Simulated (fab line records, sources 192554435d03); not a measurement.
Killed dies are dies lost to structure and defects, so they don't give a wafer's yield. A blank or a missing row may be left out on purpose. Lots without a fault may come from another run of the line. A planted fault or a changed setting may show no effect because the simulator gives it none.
Split-lot experiment | flow n5_finfet | 7 lots, 21 wafers read, on a route of 1938 steps

THE SPLIT
At N5_BEOL_M13_COAT_58 (time 60 s, resist thk 89 nm), the setting spin_rpm was moved away from the recipe's 1500 rpm on 5 of the 21 wafers read, by -9.7% to +3.6%. The other wafers ran this setting at the recipe's value.

FROM THE SPLIT TO THE READING: what the file shows between them, 3 steps
- N5_BEOL_M13_COAT_04: resist thk 400 nm
- N5_BEOL_M13_EBR_06
- N5_BEOL_M13_DESCUM_15: chemistry O2, time 7.9 s

THE READING
etch.depth_nm (the simulator's own value, which no gauge read), in nm, at N5_BEOL_M13_ETCH_59 (etches BARC in N2/H2, target depth 89 nm, overetch 26.7 nm, time 67.9 s). The file gives no usual value for it. The 16 wafers here that ran the recipe average 88.98 nm, standard deviation 0.26 nm.

wafer  | tool, chamber at the split | spin_rpm as run, rpm | against the recipe | etch.depth_nm, nm | against lot-mates on the recipe
L075.1 | litho_track-03, 0          | 1500                 | recipe             | 89.14             | -
L075.5 | litho_track-03, 0          | 1355                 | -9.7%              | 93.82             | +4.83
L075.6 | litho_track-03, 0          | 1500                 | recipe             | 88.83             | -
L083.2 | litho_track-05, 0          | 1500                 | recipe             | 88.84             | -
L083.5 | litho_track-05, 0          | 1500                 | recipe             | 88.85             | -
L083.6 | litho_track-05, 0          | 1500                 | recipe             | 88.64             | -
L086.2 | litho_track-02, 0          | 1500                 | recipe             | 89.08             | -
L086.3 | litho_track-02, 0          | 1500                 | recipe             | 88.7              | -
L086.4 | litho_track-02, 0          | 1554                 | +3.6%              | 87.32             | -1.57
L087.1 | litho_track-02, 0          | 1360                 | -9.3%              | 93.17             | +4.78
L087.4 | litho_track-02, 0          | 1360                 | -9.3%              | 92.99             | +4.60
L087.6 | litho_track-02, 0          | 1500                 | recipe             | 88.39             | -
L090.1 | litho_track-05, 0          | 1500                 | recipe             | 89.41             | -
L090.4 | litho_track-05, 0          | 1500                 | recipe             | 89.16             | -
L090.5 | litho_track-05, 0          | 1500                 | recipe             | 89.22             | -
L091.2 | litho_track-03, 0          | 1500                 | recipe             | 89.16             | -
L091.4 | litho_track-03, 0          | 1500                 | recipe             | 89.19             | -
L091.6 | litho_track-03, 0          | 1500                 | recipe             | 89.3              | -
L095.1 | litho_track-02, 0          | 1500                 | recipe             | 88.9              | -
L095.2 | litho_track-02, 0          | 1500                 | recipe             | 88.85             | -
L095.3 | litho_track-02, 0          | 1456                 | -2.9%              | 90.1              | +1.22

THE FIT
A straight line over all 21 wafers: etch.depth_nm changes by -0.459 nm for each +1% of spin_rpm; r = -0.99; the points scatter about the line by 0.27 nm.
The same after taking each lot's own level away (the mean of its wafers on the recipe; 21 wafers): -0.496 nm for each +1%; r = -1.00; scatter 0.13 nm.
On that fit, the largest move of spin_rpm shifts the reading by 4.8 nm.
The lots' own levels span 88.390 to 89.263 nm, that is 3.3 times the standard deviation above.
So the lot-to-lot level changes the slope little: the two slopes agree.
Check: with one of the wafers moved furthest among these (-9.7%) left out of the fit, the line predicts +4.78 nm for it against its lot-mates. It came out at +4.83 nm against them.

OTHER SPLITS ON THESE WAFERS
These wafers also went through other splits before the reading. Each is held against what the fit with the lots' levels taken away leaves over:
other split on the same wafers | wafers away from the commonest value | r with etch.depth_nm (lot level and that fit taken away)
N5_BEOL_M11_COAT_22 spin_rpm   | 9                                    | +0.06

THE WHOLE CHAIN: every reading that the file lists as answering this split, in the file's order
step                 | what it does                                                            | reading                                                                          | change (the file's fit)               | r (the file's)
N5_BEOL_M13_COAT_58  | time 60 s, resist thk 89 nm                                             | BARC_of_BEOL_M13_COAT_58.thk_nm (the simulator's own value, which no gauge read) | -0.492 nm for each +1% of the setting | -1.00
N5_BEOL_M13_ETCH_59  | etches BARC in N2/H2, target depth 89 nm, overetch 26.7 nm, time 67.9 s | etch.depth_nm (the simulator's own value, which no gauge read)                   | -0.493 nm for each +1% of the setting | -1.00
N5_BEOL_M13_STRIP_64 | strips in N2/H2                                                         | strip_time_to_endpoint_s                                                         | withheld for each +1% of the setting  | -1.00

THE FILE'S OWN FIT
etch.depth_nm changes by -0.493 nm for each +1% of spin_rpm, r = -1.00.
